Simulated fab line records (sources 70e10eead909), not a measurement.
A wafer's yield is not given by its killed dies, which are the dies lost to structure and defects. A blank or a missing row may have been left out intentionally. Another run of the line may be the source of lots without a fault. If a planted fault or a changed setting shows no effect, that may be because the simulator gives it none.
Which tool did it? + flow nand_harc + Sampling: 14 lots, 42 wafers, 5 of 1302 route steps

## WHAT EACH GAUGE READ, for each wafer
NHARC_A_M0_THK_MEAS_24: measures by xrf. Usual: 113.5 nm for thk_nm, sd 1.3.
| lot  | measured     | on            | thk_nm (nm)       | flag |
|------|--------------|---------------|-------------------|------|
| L318 | day 22 22:49 | film_metro-01 | 115.6 115.1 112.1 |      |
| L319 | day 23 03:55 | film_metro-02 | 115.8 115.6 116.0 |      |
| L320 | day 23 06:57 | film_metro-02 | 112.9 114.3 114.1 |      |
| L321 | day 24 08:41 | film_metro-02 | 113.1 112.2 114.4 |      |
| L323 | day 24 10:22 | film_metro-02 | 115.1 111.1 111.9 |      |
| L322 | day 24 13:27 | film_metro-02 | 401.6 391.4 399.4 | OFF  |
| L324 | day 24 14:56 | film_metro-01 | 400.1 401.1 398.2 | OFF  |
| L334 | day 29 15:49 | film_metro-02 | 113.1 111.4 113.7 |      |
| L335 | day 30 07:37 | film_metro-02 | 115.2 113.5 113.5 |      |
| L337 | day 30 09:07 | film_metro-02 | 114.0 112.3 113.6 |      |
| L336 | day 30 11:13 | film_metro-02 | 109.0 113.0 112.2 |      |
| L338 | day 31 05:00 | film_metro-02 | 114.4 114.3 113.8 |      |
| L339 | day 31 19:20 | film_metro-01 | 113.4 113.9 115.8 |      |
| L341 | day 32 09:51 | film_metro-02 | 113.3 112.2 114.4 |      |

NHARC_A_M0_INSPECT_27. Usual: 545 for raw_defect_count, sd 150.
| lot  | measured     | on                | raw_defect_count | flag |
|------|--------------|-------------------|------------------|------|
| L318 | day 22 22:58 | defect_inspect-01 | 674 910 498      |      |
| L319 | day 23 04:05 | defect_inspect-01 | 547 445 534      |      |
| L320 | day 23 07:06 | defect_inspect-01 | 433 477 415      |      |
| L321 | day 24 08:50 | defect_inspect-01 | 464 358 483      |      |
| L323 | day 24 10:31 | defect_inspect-02 | 399 369 387      |      |
| L322 | day 24 13:37 | defect_inspect-01 | 903 692 627      |      |
| L324 | day 24 15:05 | defect_inspect-01 | 380 499 392      |      |
| L334 | day 29 15:59 | defect_inspect-02 | 337 414 441      |      |
| L335 | day 30 07:46 | defect_inspect-01 | 652 636 695      |      |
| L337 | day 30 09:17 | defect_inspect-01 | 396 510 484      |      |
| L336 | day 30 11:24 | defect_inspect-02 | 424 476 460      |      |
| L338 | day 31 05:10 | defect_inspect-02 | 363 462 379      |      |
| L339 | day 31 19:30 | defect_inspect-01 | 423 573 420      |      |
| L341 | day 32 10:01 | defect_inspect-01 | 328 405 404      |      |

## EACH LOT AND THE TOOL THAT RAN IT (in order: tool; ch and the chambers of the sampled wafers; start)
| lot  | NHARC_A_BLC_DEGAS_30         | NHARC_A_M0_ANNEAL_30             | NHARC_A_M0_CMP_23             |
|------|------------------------------|----------------------------------|-------------------------------|
| L318 | pvd_sputter-02, day 22 18:02 | rtp_anneal-01 ch 0, day 22 22:18 | cmp-01 ch 2,3, day 22 22:31   |
| L319 | pvd_sputter-01, day 22 23:02 | rtp_anneal-02 ch 0, day 23 03:19 | cmp-02 ch 0,2,3, day 23 03:38 |
| L320 | pvd_sputter-02, day 23 01:46 | rtp_anneal-02 ch 0, day 23 06:20 | cmp-02 ch 1,2,3, day 23 06:38 |
| L321 | pvd_sputter-03, day 24 03:51 | rtp_anneal-02 ch 0, day 24 08:01 | cmp-04 ch 0,1,2, day 24 08:22 |
| L323 | pvd_sputter-01, day 24 04:53 | rtp_anneal-02 ch 0, day 24 09:42 | cmp-04 ch 0,2,3, day 24 10:02 |
| L322 | pvd_sputter-01, day 24 08:44 | rtp_anneal-01 ch 0, day 24 12:47 | cmp-02 ch 1,2,3, day 24 13:08 |
| L324 | pvd_sputter-02, day 24 10:03 | rtp_anneal-02 ch 0, day 24 14:16 | cmp-04 ch 0,3, day 24 14:37   |
| L334 | pvd_sputter-02, day 29 11:02 | rtp_anneal-02 ch 0, day 29 15:16 | cmp-04 ch 0,1,3, day 29 15:32 |
| L335 | pvd_sputter-01, day 30 02:46 | rtp_anneal-02 ch 0, day 30 07:03 | cmp-04 ch 0,2,3, day 30 07:19 |
| L337 | pvd_sputter-03, day 30 04:29 | rtp_anneal-01 ch 0, day 30 08:31 | cmp-02 ch 0,1,3, day 30 08:52 |
| L336 | pvd_sputter-01, day 30 06:30 | rtp_anneal-01 ch 0, day 30 10:37 | cmp-04 ch 1,2, day 30 10:55   |
| L338 | pvd_sputter-01, day 31 00:13 | rtp_anneal-02 ch 0, day 31 04:23 | cmp-01 ch 1,2,3, day 31 04:45 |
| L339 | pvd_sputter-01, day 31 14:37 | rtp_anneal-02 ch 0, day 31 18:44 | cmp-04 ch 0,1,2, day 31 19:01 |
| L341 | pvd_sputter-03, day 32 04:41 | rtp_anneal-01 ch 0, day 32 09:15 | cmp-04 ch 0,2, day 32 09:32   |
- NHARC_A_BLC_DEGAS_30: time 60 s.
- NHARC_A_M0_ANNEAL_30: time 90 s.
- NHARC_A_M0_CMP_23: polishes, t overpolish 20 s, target thk 113.75 nm.

## AS READ BY THE TOOLS THEMSELVES (means over the sampled wafers that have a number; for cases with no such wafer, the mark the record gives instead)
NHARC_A_BLC_DEGAS_30. Usual: 448 W for heater_power_w, sd 27.
| lot  | tool           | heater_power_w (W) | flag |
|------|----------------|--------------------|------|
| L318 | pvd_sputter-02 | 464                |      |
| L319 | pvd_sputter-01 | 454                |      |
| L320 | pvd_sputter-02 | 444                |      |
| L321 | pvd_sputter-03 | 442                |      |
| L323 | pvd_sputter-01 | 448                |      |
| L322 | pvd_sputter-01 | 437                |      |
| L324 | pvd_sputter-02 | 438                |      |
| L334 | pvd_sputter-02 | 477                |      |
| L335 | pvd_sputter-01 | 452                |      |
| L337 | pvd_sputter-03 | 456                |      |
| L336 | pvd_sputter-01 | 443                |      |
| L338 | pvd_sputter-01 | 445                |      |
| L339 | pvd_sputter-01 | 455                |      |
| L341 | pvd_sputter-03 | 453                |      |

NHARC_A_M0_ANNEAL_30. Usual: 226.5 for wafer_temp_C_max, sd 0.35.
| lot  | tool          | wafer_temp_C_max | flag |
|------|---------------|------------------|------|
| L318 | rtp_anneal-01 | 226.7            |      |
| L319 | rtp_anneal-02 | 226.6            |      |
| L320 | rtp_anneal-02 | 226.4            |      |
| L321 | rtp_anneal-02 | 226.4            |      |
| L323 | rtp_anneal-02 | 226.5            |      |
| L322 | rtp_anneal-01 | 227.1            |      |
| L324 | rtp_anneal-02 | 226.2            |      |
| L334 | rtp_anneal-02 | 226.5            |      |
| L335 | rtp_anneal-02 | 226.1            |      |
| L337 | rtp_anneal-01 | 226.4            |      |
| L336 | rtp_anneal-01 | 226.6            |      |
| L338 | rtp_anneal-02 | 225.9            |      |
| L339 | rtp_anneal-02 | 226.6            |      |
| L341 | rtp_anneal-01 | 226.3            |      |

NHARC_A_M0_CMP_23. Usual: edge_zone_pressure_frac 1.000, standard deviation 0.0049; motor_current_A 12.9 A, standard deviation 1; slurry_filter_dp_kPa 13.51 kPa, standard deviation 0.16; time_to_endpoint_s 28.9 s, standard deviation 2.3.
| lot  | tool   | edge_zone_pressure_frac | motor_current_A (A) | slurry_filter_dp_kPa (kPa) | time_to_endpoint_s (s) | flag |
|------|--------|-------------------------|---------------------|----------------------------|------------------------|------|
| L318 | cmp-01 | 0.998                   | 13.4                | 13.57                      | 30.3                   |      |
| L319 | cmp-02 | 1.000                   | 12.3                | 13.62                      | 29.3                   |      |
| L320 | cmp-02 | 1.002                   | 12.8                | 13.51                      | 29.8                   |      |
| L321 | cmp-04 | 0.998                   | 13.5                | 13.48                      | 27.0                   |      |
| L323 | cmp-04 | 0.998                   | 13.5                | 13.52                      | 27.4                   |      |
| L322 | cmp-02 | -                       | -                   | -                          | -                      | OFF  |
| L324 | cmp-04 | -                       | -                   | -                          | -                      | OFF  |
| L334 | cmp-04 | 0.996                   | 13.0                | 13.64                      | 30.5                   |      |
| L335 | cmp-04 | 1.001                   | 13.2                | 13.52                      | 28.7                   |      |
| L337 | cmp-02 | 1.000                   | 12.0                | 13.43                      | 28.8                   |      |
| L336 | cmp-04 | 0.999                   | 13.5                | 13.45                      | 29.8                   |      |
| L338 | cmp-01 | 1.003                   | 12.6                | 13.46                      | 28.5                   |      |
| L339 | cmp-04 | 0.999                   | 12.8                | 13.57                      | 28.3                   |      |
| L341 | cmp-04 | 1.001                   | 13.3                | 13.37                      | 25.9                   |      |

## THE ANSWER, worked out from the rows above alone
Rule: a lot is off if the mean of its wafers that have a number lies more than 3 standard deviations from the usual mean. A lot without any number at a reading at which 4 lots or more have one is off too. The other lots that the step has rows for count as sound. The gauges are gone through in route order, then the tools' own readings, and for those a lot's mean is taken as printed above. The first step at which some lot is off is used, and at that step the reading that is off furthest; a lot without a number counts as furthest.
Off, at NHARC_A_M0_THK_MEAS_24 on thk_nm: L322, L324.
If a tool, at a process step before that reading, ran all the lots that are off and no sound lot after the first of them, it fits. Not tried: the gauges at NHARC_A_M0_THK_MEAS_24; whatever is off there is also off at NHARC_A_M0_CMP_23, on other tools, and gauge error can't account for it. None of those tried fits.

## WHAT WAS PUT IN BY THE SIMULATOR
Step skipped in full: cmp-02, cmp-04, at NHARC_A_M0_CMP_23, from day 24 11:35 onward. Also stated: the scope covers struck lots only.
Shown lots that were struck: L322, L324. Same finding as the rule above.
